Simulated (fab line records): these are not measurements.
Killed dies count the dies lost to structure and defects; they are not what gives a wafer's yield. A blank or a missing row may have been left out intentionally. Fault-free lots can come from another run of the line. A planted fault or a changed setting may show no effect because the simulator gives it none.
fab line records | flow n5Finfet | part 2 of 2: steps 5 to 6 of 6
[record] lots = 19 wafers = 57 lastDay = 17
route steps=1938 shown DUMMY_GATE@250 SD_EPI_N@281 SD_EPI_P@308
lots with no fault: from the same line, run without faults
startH: start of the lot's first displayed wafer, in hours after the record's first day | waitH: time in hours since the lot's previous step | " as in the row above | L1.1+2: several wafers, shown together as one row | - no value present, or no start provided | * or withheld: withheld | < > ~ a bound
route shown NAME@n: a module of which the file shows steps, and the number in the route of the first | usual: the fault-free wafers' mean and standard deviation | same: alike in all rows | chamber/n: place in a boat | sites: readings site by site | _std_site: standard deviation of those values | _edge_site: outer sites' mean less inner sites' | radiusMm: for every site, how far away it sits from the centre of the wafer | mask NAME#n: copy n | behind: the last tool/chamber to shape the wafer | hold: why the lot was held/for how many hours/how that ended | device: the transistor (n, p or np) that didn't switch | end of line: tests of these same wafers at the route's end | for a step that has no rows: nothing shown but its recipe | killed: count of dies lost to structure and defects at first sort (not the wafer's yield) | map: per-die view of a wafer (x killed, . not killed, _ where there is no die)
set.NAME: setting as actually run; set.NAME@STEP: the setting as run at that earlier step | model.NAME: the simulator's own value behind a step, which no gauge read
one table for each step of the route and one row for each wafer, over a sample of lots
services: the hour from which a tool's chamber was out of use, counted from the record's first day as startH (under 0 if before that day), plus the number of hours and why
[[steps]]
[step N5_SD_EPI_P_ETCHBACK_46]
[recipe] chemistry = CH3F/O2 mode = anisotropicEtchback target = SiNx targetDepthA = 175 stopOn = SiO2 overEtchFrac = 0.3 ionEnergyEv = 120 pressureMtorr = 30 sourceW = 395 biasW = 73 Ar_flow_sccm = 150 CH3F_flow_sccm = 30 O2_flow_sccm = 20
[usual] drypumpMotorCurrentA = 5.8/0.49 mfcArSccm = 150.0/0.47 oes_ar_750_au = 0.82/0.089 oesProductAu = 0.70/0.077 rfVppV = 294/8.3 showerheadPlenumPTorr = 1.99/0.05 throttleValvePct = 16.24/0.26
// columns lot.wafer tool chamber startH waitH drypumpMotorCurrentA mfcArSccm oes_ar_750_au oesProductAu rfHoursCounterH rfVppV showerheadPlenumPTorr throttleValvePct
L075.1 rieDiel-05 3 62.17 0.0 5.5 149.9 0.70 0.59 239 298 2.06 16.56
L075.4 " 0 " " 6.4 149.7 0.84 0.70 64 281 1.94 16.31
L075.5 " 3 " " 5.5 150.0 0.71 0.59 - 297 2.06 16.56
L077.2 rieDiel-01 2 72.22 0.0 5.6 149.9 0.95 0.82 3 295 1.96 16.09
L077.3 " 1 " " 5.7 150.8 0.71 0.61 198 292 1.90 16.40
L077.6 " 2 " " 5.6 149.9 0.96 0.81 - 295 1.96 16.10
L078.1 rieDiel-05 2 82.16 0.0 5.7 149.9 0.91 0.79 17 302 2.03 15.80
L078.5 " 0 " " 6.4 150.1 0.82 0.69 - 283 1.94 16.35
L078.6 " 1 " " 5.4 149.9 0.88 0.75 - 297 2.05 16.03
L079.1 rieDiel-03 0 83.94 0.0 6.5 149.8 0.72 0.60 210 290 2.00 16.60
L079.4 " 1 " " 4.7 150.0 0.98 0.84 - 294 1.97 16.33
L079.5 " 2 " " 5.2 150.1 0.75 0.64 - 306 2.00 16.50
L081.2 rieDiel-05 2 97.31 0.0 5.7 151.2 0.90 0.78 20 301 2.03 15.81
L081.3 " 0 " " 6.4 149.8 0.83 0.69 76 280 1.94 16.34
L081.6 " 3 " " 5.5 149.8 0.70 0.58 - 298 2.05 16.58
L082.3 rieDiel-01 0 103.60 0.0 6.0 150.2 0.76 0.66 131 308 2.01 16.41
L082.5 " 0 " " 6.0 150.2 0.76 0.66 - 308 2.00 16.39
L082.6 " 1 " " 5.7 150.0 0.70 0.59 - 292 1.89 16.42
L083.2 rieDiel-01 0 112.32 0.0 6.0 149.8 0.76 0.65 133 307 2.00 16.40
L083.3 " 2 " " 5.6 151.0 0.91 0.78 16 295 1.96 16.11
L083.5 " 2 " " 5.6 151.1 0.91 0.79 - 295 1.96 16.12
L084.2 rieDiel-03 0 121.01 0.0 6.5 150.2 0.72 0.60 221 291 2.00 16.62
L084.3 " 1 " " 4.7 149.3 0.94 0.80 12 293 1.96 16.35
L084.5 " 0 " " 6.5 150.3 0.71 0.60 - 289 2.00 16.63
L085.1 rieDiel-01 2 121.17 0.0 5.6 150.4 0.91 0.77 19 295 1.96 16.12
L085.4 " 3 " " 6.3 149.9 0.79 0.67 107 277 1.94 16.26
L085.5 " 1 " " 5.7 150.0 0.70 0.59 - 293 1.89 16.41
L086.2 rieDiel-05 3 130.00 0.0 5.5 150.1 1.01 0.83 5 300 2.05 16.21
L086.3 " 0 " " 6.4 150.4 0.81 0.67 85 283 1.93 16.36
L086.6 " 2 " " 5.7 150.0 0.88 0.76 - 302 2.03 15.83
L087.1 rieDiel-05 2 132.48 0.0 5.7 151.2 0.87 0.77 31 300 2.02 15.83
L087.5 " 1 " " 5.4 150.4 0.85 0.73 - 295 2.04 16.04
L087.6 " 2 " " 5.7 150.3 0.88 0.77 - 301 2.03 15.84
L089.1 rieDiel-05 1 145.09 0.0 5.4 150.4 0.84 0.73 43 294 2.04 16.07
L089.3 " 2 " " 5.7 149.9 0.87 0.76 35 302 2.02 15.83
L089.5 " 0 " " 6.4 149.8 0.80 0.67 - 281 1.93 16.37
L090.4 rieDiel-01 0 150.48 0.0 6.0 149.5 0.75 0.65 145 306 2.00 16.43
L090.5 " 0 " " 6.0 150.0 0.75 0.65 - 307 2.00 16.43
L090.6 " 1 " " 5.7 150.0 0.69 0.59 - 293 1.89 16.43
L091.2 rieDiel-05 0 160.65 0.0 6.4 149.9 0.80 0.67 95 280 1.93 16.38
L091.4 " 1 " " 5.4 151.0 0.84 0.72 - 296 2.04 16.07
L091.6 " 2 " " 5.7 149.8 0.87 0.75 - 300 2.02 15.84
L092.1 rieDiel-05 0 165.69 0.0 6.4 149.1 0.80 0.67 97 283 1.93 16.39
L092.2 " 1 " " 5.4 149.6 0.84 0.72 49 295 2.04 16.08
L092.3 " 2 " " 5.7 150.0 0.86 0.75 42 301 2.02 15.86
L093.2 rieDiel-03 0 168.60 0.0 6.5 149.8 0.70 0.59 236 291 1.99 16.66
L093.4 " 1 " " 4.7 149.2 0.90 0.77 26 293 1.96 16.38
L093.5 " 2 " " 5.2 151.0 0.74 0.63 - 305 1.99 16.53
L094.1 rieDiel-05 2 173.45 0.0 5.7 149.6 0.86 0.75 43 301 2.02 15.83
L094.4 " 0 " " 6.4 149.5 0.79 0.66 - 282 1.93 16.38
L094.5 " 1 " " 5.4 148.2 0.84 0.71 - 296 2.04 16.07
L096.2 rieDiel-01 1 189.64 0.0 5.7 150.5 0.68 0.57 236 293 1.89 16.47
L096.4 " 3 " " 6.3 150.3 0.77 0.65 129 277 1.93 16.29
L096.5 " 2 " " 5.6 149.7 0.88 0.74 - 293 1.95 16.17
L097.3 rieDiel-05 2 196.15 0.0 5.7 149.8 0.85 0.74 51 302 2.02 15.86
L097.4 " 3 " " 5.5 149.8 0.97 0.80 16 298 2.05 16.23
L097.5 " 3 " " 5.4 150.3 0.97 0.80 - 296 2.05 16.23
[step N5_SD_EPI_P_ETCH_47]
[recipe] chemistry = CH3F/O2 target = SiOCN targetDepthA = 250 maskMaterial = SOC ionEnergyEv = 60 biasW = 29 pressureMtorr = 30 sourceW = 410 Ar_flow_sccm = 150 CH3F_flow_sccm = 30 O2_flow_sccm = 20
[usual] drypumpMotorCurrentA = 5.8/0.49 mfcArSccm = 150.0/0.47 oes_ar_750_au = 0.82/0.089 oesProductAu = 0.82/0.097 rfVppV = 126/3.5 showerheadPlenumPTorr = 1.99/0.05 throttleValvePct = 16.21/0.26
// columns lot.wafer tool chamber startH waitH drypumpMotorCurrentA mfcArSccm oes_ar_750_au oesProductAu rfHoursCounterH rfVppV showerheadPlenumPTorr throttleValvePct
L075.1 rieDiel-05 3 62.27 0.1 5.5 149.8 0.71 0.68 239 128 2.06 16.54
L075.4 " 0 " " 6.4 150.4 0.84 0.81 64 120 1.94 16.28
L075.5 " 3 " " 5.5 150.1 0.70 0.68 - 128 2.06 16.53
L077.2 rieDiel-01 2 72.32 0.1 5.6 150.1 0.96 0.97 3 127 1.96 16.06
L077.3 " 1 " " 5.7 150.7 0.71 0.70 198 125 1.90 16.35
L077.6 " 2 " " 5.6 150.1 0.96 0.96 - 126 1.96 16.05
L078.1 rieDiel-05 2 82.26 0.1 5.7 150.0 0.90 0.93 17 130 2.03 15.78
L078.5 " 0 " " 6.4 150.0 0.83 0.82 - 120 1.94 16.31
L078.6 " 1 " " 5.4 149.6 0.89 0.87 - 127 2.05 16.00
L079.1 rieDiel-03 0 84.04 0.1 6.5 150.0 0.72 0.71 210 123 2.00 16.58
L079.4 " 1 " " 4.7 149.0 0.98 0.99 - 125 1.97 16.28
L079.5 " 2 " " 5.2 149.7 0.76 0.75 - 131 2.00 16.47
L081.2 rieDiel-05 2 97.41 0.1 5.8 149.8 0.90 0.93 20 130 2.03 15.79
L081.3 " 0 " " 6.4 150.6 0.82 0.80 76 121 1.94 16.31
L081.6 " 3 " " 5.5 150.0 0.70 0.68 - 128 2.05 16.54
L082.3 rieDiel-01 0 103.70 0.1 6.0 149.2 0.76 0.76 131 133 2.01 16.35
L082.5 " 0 " " 6.0 149.6 0.76 0.77 - 132 2.00 16.38
L082.6 " 1 " " 5.7 149.0 0.70 0.69 - 126 1.89 16.38
L083.2 rieDiel-01 0 112.42 0.1 6.0 150.7 0.75 0.76 133 131 2.00 16.38
L083.3 " 2 " " 5.6 149.7 0.92 0.92 16 127 1.96 16.08
L083.5 " 2 " " 5.6 150.0 0.92 0.92 - 126 1.96 16.10
L084.2 rieDiel-03 0 121.11 0.1 6.5 149.7 0.72 0.70 221 125 2.00 16.60
L084.3 " 1 " " 4.7 150.2 0.94 0.94 12 126 1.96 16.34
L084.5 " 0 " " 6.5 149.7 0.72 0.69 - 127 2.00 16.60
L085.1 rieDiel-01 2 121.27 0.1 5.6 149.8 0.91 0.91 19 127 1.96 16.09
L085.4 " 3 " " 6.3 150.1 0.80 0.75 107 121 1.93 16.22
L085.5 " 1 " " 5.7 150.3 0.70 0.68 - 125 1.89 16.39
L086.2 rieDiel-05 3 130.10 0.1 5.5 150.1 1.01 1.01 5 131 2.05 16.19
L086.3 " 0 " " 6.4 151.0 0.82 0.79 85 120 1.93 16.35
L086.6 " 2 " " 5.7 149.9 0.88 0.90 - 129 2.03 15.80
L087.1 rieDiel-05 2 132.58 0.1 5.7 149.6 0.88 0.90 31 129 2.03 15.78
L087.5 " 1 " " 5.4 149.2 0.85 0.83 - 127 2.04 16.03
L087.6 " 2 " " 5.7 149.9 0.88 0.90 - 130 2.02 15.80
L089.1 rieDiel-05 1 145.19 0.1 5.4 149.4 0.84 0.82 43 126 2.04 16.05
L089.3 " 2 " " 5.7 150.5 0.87 0.88 35 131 2.02 15.80
L089.5 " 0 " " 6.4 149.6 0.81 0.78 - 121 1.93 16.35
L090.4 rieDiel-01 0 150.58 0.1 6.0 149.6 0.75 0.75 145 132 2.00 16.39
L090.5 " 0 " " 6.0 149.9 0.75 0.75 - 131 2.00 16.40
L090.6 " 1 " " 5.7 150.2 0.70 0.68 - 127 1.89 16.40
L091.2 rieDiel-05 0 160.75 0.1 6.4 150.0 0.80 0.79 95 121 1.93 16.36
L091.4 " 1 " " 5.4 149.8 0.83 0.83 - 128 2.04 16.05
L091.6 " 2 " " 5.7 148.9 0.86 0.90 - 128 2.02 15.81
L092.1 rieDiel-05 0 165.79 0.1 6.4 149.9 0.80 0.79 97 122 1.93 16.37
L092.2 " 1 " " 5.4 150.2 0.84 0.82 49 128 2.04 16.05
L092.3 " 2 " " 5.7 150.3 0.86 0.89 42 129 2.02 15.82
L093.2 rieDiel-03 0 168.70 0.1 6.5 150.2 0.70 0.69 236 124 1.99 16.60
L093.4 " 1 " " 4.7 149.5 0.91 0.91 26 127 1.96 16.36
L093.5 " 2 " " 5.2 150.3 0.73 0.73 - 129 1.99 16.53
L094.1 rieDiel-05 2 173.55 0.1 5.7 149.2 0.86 0.88 43 129 2.02 15.82
L094.4 " 0 " " 6.4 150.4 0.80 0.78 - 121 1.93 16.37
L094.5 " 1 " " 5.4 149.5 0.83 0.82 - 127 2.04 16.05
L096.2 rieDiel-01 1 189.74 0.1 5.7 150.0 0.68 0.66 236 124 1.89 16.43
L096.4 " 3 " " 6.3 149.3 0.77 0.75 129 119 1.93 16.25
L096.5 " 2 " " 5.6 150.7 0.86 0.88 - 126 1.95 16.14
L097.3 rieDiel-05 2 196.25 0.1 5.8 149.3 0.85 0.86 51 129 2.02 15.84
L097.4 " 3 " " 5.4 150.0 0.96 0.96 17 129 2.05 16.20
L097.5 " 3 " " 5.5 149.7 0.96 0.96 - 127 2.05 16.22
[[services]]
// columns tool chamber startH hours kind
rieDiel-03 1 58.48 - clean
rieDiel-03 1 58.48 - consumableReplace:focusRing
rieDiel-03 1 58.48 21.5 scheduledDown
rieDiel-03 1 58.48 21.5 ventCycle
rieSi-03 1 77.27 4.5 repair
rieDiel-03 3 80.31 - clean
rieDiel-03 3 80.31 - consumableReplace:focusRing
rieDiel-03 3 80.31 15.6 scheduledDown
rieDiel-03 3 80.31 15.6 ventCycle
rieDiel-05 2 84.23 6.4 repair
rieDiel-05 3 98.65 - clean
rieDiel-05 3 98.65 - consumableReplace:focusRing
rieDiel-05 3 98.65 14.6 scheduledDown
rieDiel-05 3 98.65 14.6 ventCycle
rieDiel-03 3 101.94 3.8 repair
rieSi-03 3 118.07 9.2 repair
rieSi-02 0 123.21 20.2 repair
rieSi-02 1 123.39 32.4 repair
rieDiel-01 2 125.19 5.3 repair
rieDiel-03 3 130.46 6.6 repair
rieSi-05 2 145.28 15.9 repair
rieSi-03 3 152.62 1.6 repair
rieDiel-05 3 157.68 15.8 repair
rieSi-05 - 184.99 0.6 repair
